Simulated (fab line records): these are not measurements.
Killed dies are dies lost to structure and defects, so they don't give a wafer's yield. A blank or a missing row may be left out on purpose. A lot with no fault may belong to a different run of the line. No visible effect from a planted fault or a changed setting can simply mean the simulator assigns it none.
Chamber matching -- flow n5Finfet -- 4 sister chambers for N5_BEOL_M0_SAQP_DESCUM_19 on rieDiel-05
The step chemistry O2, time 7.9 s. 30 wafers are shown with their chamber, then 12 later ones without.

## EACH WAFER AND ITS CHAMBER
wafer,chamber,drypumpMotorCurrentA (A),showerheadPlenumPTorr (Torr),throttleValvePct (%)
L075.1,3,5.5,2.01,20.53
L075.2,2,6.4,2.00,20.75
L075.4,0,6.5,2.07,20.75
L076.1,0,6.5,2.07,20.74
L076.2,2,6.3,2.00,20.76
L076.4,3,5.5,2.01,20.51
L077.1,1,5.0,2.16,20.23
L077.5,1,5.0,2.16,20.23
L077.6,0,6.4,2.07,20.76
L079.1,1,5.0,2.16,20.24
L079.2,2,6.3,2.00,20.77
L079.3,0,6.4,2.07,20.79
L080.2,2,6.4,2.00,20.77
L080.5,1,5.0,2.16,20.23
L080.6,0,6.4,2.07,20.76
L081.1,0,6.4,2.07,20.76
L081.2,2,6.3,2.00,20.77
L081.6,2,6.3,2.00,20.79
L082.2,3,5.5,2.00,20.54
L082.5,3,5.5,2.00,20.54
L082.6,0,6.4,2.07,20.79
L087.3,2,6.4,1.99,20.78
L087.5,2,6.4,1.99,20.80
L087.6,3,5.5,2.00,20.55
L089.1,3,5.5,2.00,20.55
L089.3,0,6.5,2.06,20.79
L089.6,0,6.4,2.06,20.79
L090.1,2,6.4,1.99,20.82
L090.3,0,6.4,2.06,20.80
L090.5,1,5.0,2.15,20.27

SIGNATURES, as means of the wafers listed above
reading,chamber 0,chamber 1,chamber 2,chamber 3,scatter within a chamber
drypumpMotorCurrentA,6.430,5.000,6.356,5.500,0.0408
showerheadPlenumPTorr,2.0670,2.1580,1.9967,2.0033,0.0049
throttleValvePct,20.7730,20.2400,20.7789,20.5367,0.0196
Rule: a wafer lies at a distance from a chamber equal to the root of the sum of squares, over the readings, of (its reading less the chamber's mean, divided by the reading's scatter). The wafer belongs to the nearest chamber; if the next one is less than 2 further off, it can't be placed. The scatter is the square root of a quotient: the sum, over the shown wafers, of each reading's squared deviation from its chamber's mean, divided by wafers minus chambers.

## WAFERS WHOSE CHAMBER IS MISSING
wafer,drypumpMotorCurrentA (A),showerheadPlenumPTorr (Torr),throttleValvePct (%)
L093.1,6.3,1.99,20.81
L093.2,5.5,2.00,20.58
L093.4,5.0,2.15,20.28
L095.1,5.0,2.15,20.27
L095.2,6.3,1.99,20.80
L095.3,5.5,2.00,20.58
L095.4,6.5,2.06,20.81
L095.5,5.0,2.15,20.27
L095.6,6.5,2.06,20.82
L096.2,5.0,2.14,20.28
L096.4,5.5,2.00,20.58
L096.6,5.0,2.14,20.27

## WHICH CHAMBER EACH ONE RAN IN
wafer,from the rows above,in truth
L093.1,2,2
L093.2,3,3
L093.4,1,1
L095.1,1,1
L095.2,2,2
L095.3,3,3
L095.4,0,0
L095.5,1,1
L095.6,0,0
L096.2,1,1
L096.4,3,3
L096.6,1,1
Correctly placed: 12 of 12. Left unplaced by these rows: 0. Placed wrongly: 0.
